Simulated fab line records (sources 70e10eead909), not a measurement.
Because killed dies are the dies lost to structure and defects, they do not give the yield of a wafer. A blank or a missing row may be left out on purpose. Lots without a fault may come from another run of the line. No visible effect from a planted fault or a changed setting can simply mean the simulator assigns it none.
Comparing a struck lot with a sound one :: flow nand-harc :: 36 out of 1302 route steps
Sound: the wafers L461.1, L461.4, L461.6. Struck: wafers L470.1, L470.3, L470.4. The cause is given at the end.
For every step that has rows: the tool of each side, followed by ch and its chambers, followed by its first start. Under that, the readings that differ: sound wafers :: struck wafers :: difference of the means :: sigmas: that difference in standard deviations of wafers without a fault.
alike: same words and numbers on both sides, and readings whose means sit less than 2 such deviations apart. not compared: any withheld reading, any reading some wafer has no value for, any bound like >300 that may hide the same value, and any number with overlapping values for which the record gives no deviation.
A row with sigmas, a row that says differs or no value, or rows on one side alone: a step with any of these is where the two part. When numbers do not overlap yet have no deviation, they are printed without sigmas and do not part them. Lack of a reading on every wafer of one side parts them only where that side has two or more wafers.

first, 10 steps without rows for these wafers: NHARC_A_WL_FILL_ALD_10 (deposits SiO2, target thk 50 nm, pulse time 10 s, ald cycles 500); NHARC_A_WL_FILL_ETCHBACK_16 (etches the open film in C4F8/O2/Ar, target depth 120 nm, time 24 s); NHARC_A_WL_FILL_STRIP_29 (strips in O2, time 20 s); NHARC_A_WL_FILL_ETCHBACK_17 (etches the open film in Cl2/BCl3, target depth 4 nm, time 26.7 s); NHARC_A_WL_FILL_PRECLEAN_18 (cleans in dHF, time 30 s); NHARC_A_WL_FILL_SRD_21; NHARC_A_WL_FILL_CVD_23 (deposits poly-Si, target thk 40 nm, time 800 s); NHARC_A_WL_FILL_ETCHBACK_26 (etches the open film in HBr, target depth 52 nm, time 13.3 s); NHARC_A_WL_FILL_PRECLEAN_30 (cleans in dHF, time 10 s); NHARC_A_WL_FILL_SRD_14.
NHARC_A_WL_FILL_ALD_19: deposits TiN, target thk 2 nm, pulse time 3 s, ald cycles 100.
  sound on ald-metal-03 ch 0,1,3, day 20 23:05; struck on ald-metal-04 ch 0,1,2, day 24 23:10
  alike: heater-power-w, precursor-pulse-height-rel
NHARC_A_WL_FILL_CVD_20: deposits W, target thk 100 nm, time 74 s.
  sound on cvd-w-01 ch 0,1, day 20 23:17; struck on cvd-w-02 ch 0, day 24 23:22
  alike: chamber-pressure-Torr, heater-power-w, throttle-valve-pct
NHARC_A_WL_FILL_CMP_12: polishes, t overpolish 30 s, target thk 100 nm.
  sound on cmp-04 ch 1,2,3, day 20 23:30; struck on cmp-04 ch 1,2,3, day 24 23:41
  alike: motor-current-A, overpolish-run-s, time-to-endpoint-s
then, 2 steps without rows for these wafers: NHARC_A_WL_FILL_SRD_31; NHARC_A_CONTACT_DEP_24 (deposits SiO2, target thk 500 nm).
NHARC_A_CONTACT_DEP_28: deposits aC, target thk 7000 nm.
  sound on acl-dep-03 ch 0, day 21 00:45; struck on acl-dep-03 ch 0, day 25 00:49
  alike: throttle-valve-pct
then, 11 steps without rows for these wafers: NHARC_A_CONTACT_DEP_29 (deposits SiON, target thk 100 nm); NHARC_A_CONTACT_DEHYDRATE_32 (time 120 s); NHARC_A_CONTACT_HMDS_33 (time 30 s); NHARC_A_CONTACT_COAT_34 (time 75 s); NHARC_A_CONTACT_COAT_35 (time 65 s); NHARC_A_CONTACT_COAT_36 (resist thk 90 nm); NHARC_A_CONTACT_SOFTBAKE_37 (time 55 s); NHARC_A_CONTACT_EBR_38; NHARC_A_CONTACT_EXPOSE_39 (exposes mask A CC 3); NHARC_A_CONTACT_PEB_40 (peb time 65 s); NHARC_A_CONTACT_DEVELOP_41 (develop time 35 s).
NHARC_A_CONTACT_CD_MEAS_42 targets a cd of 300 nm.
  sound on cd-sem-03 ch 0, day 21 05:35; struck on cd-sem-03 ch 0, day 25 05:53
  alike: cd-nm
NHARC_A_CONTACT_OVL_MEAS_43:
  sound: overlay-01 at day 21 05:41; struck: overlay-02 at day 25 05:58
  alike: overlay-x-nm, overlay-y-nm
NHARC_A_CONTACT_DESCUM_47: chemistry O2, time 3 s.
  sound on rie-diel-07 ch 1,2, day 21 05:47; struck on rie-diel-11 ch 0,1,2, day 25 06:04
reading: showerhead-plenum-p-Torr (Torr)
sound: 2.00 2.06 2.06
struck: 1.87 1.76 1.97
difference: -0.17
sigmas: -2
  alike: drypump-motor-current-A, oes-product-au, rf-vpp-V, throttle-valve-pct
  not compared: rf-hours-counter-h
then, 2 steps without rows for these wafers: NHARC_A_CONTACT_ETCH_48 (etches the open film in CF4, target depth 39 nm, time 65 s); NHARC_A_CONTACT_ETCH_49 (etches the open film in N2/H2, target depth 260 nm, time 475.3 s).
NHARC_A_CONTACT_ETCH_50: etches the open film in CF4/CHF3, target depth 121 nm, time 60.5 s.
  sound: rie-diel-07 ch 0,2,3; struck: rie-diel-11 ch 0,1,2
  alike: drypump-motor-current-A, oes-product-au, rf-vpp-V, showerhead-plenum-p-Torr, throttle-valve-pct
  not compared: rf-hours-counter-h
then, 2 steps without rows for these wafers: NHARC_A_CONTACT_ETCH_51 (etches the open film in O2/COS, target depth 7000 nm, time 1820 s); NHARC_A_CONTACT_ETCH_111 (etches the open film in C4F8/O2/Ar, time 140 s, target depth 700 nm).
-- jump in the record: it breaks off in module A_CONTACT and resumes in module END (first step shown: number 1302 of the route), and 3 days separate the struck wafers' starts before and after --
NHARC_END_SORT_01:
  the record has rows for the struck wafers here (prober-01 ch 0, day 28 03:24) and none for the sound ones

WHERE THEY PART
At NHARC_A_CONTACT_DESCUM_47 first; at NHARC_END_SORT_01 last (within this record only).

WHY: what the simulator had put in
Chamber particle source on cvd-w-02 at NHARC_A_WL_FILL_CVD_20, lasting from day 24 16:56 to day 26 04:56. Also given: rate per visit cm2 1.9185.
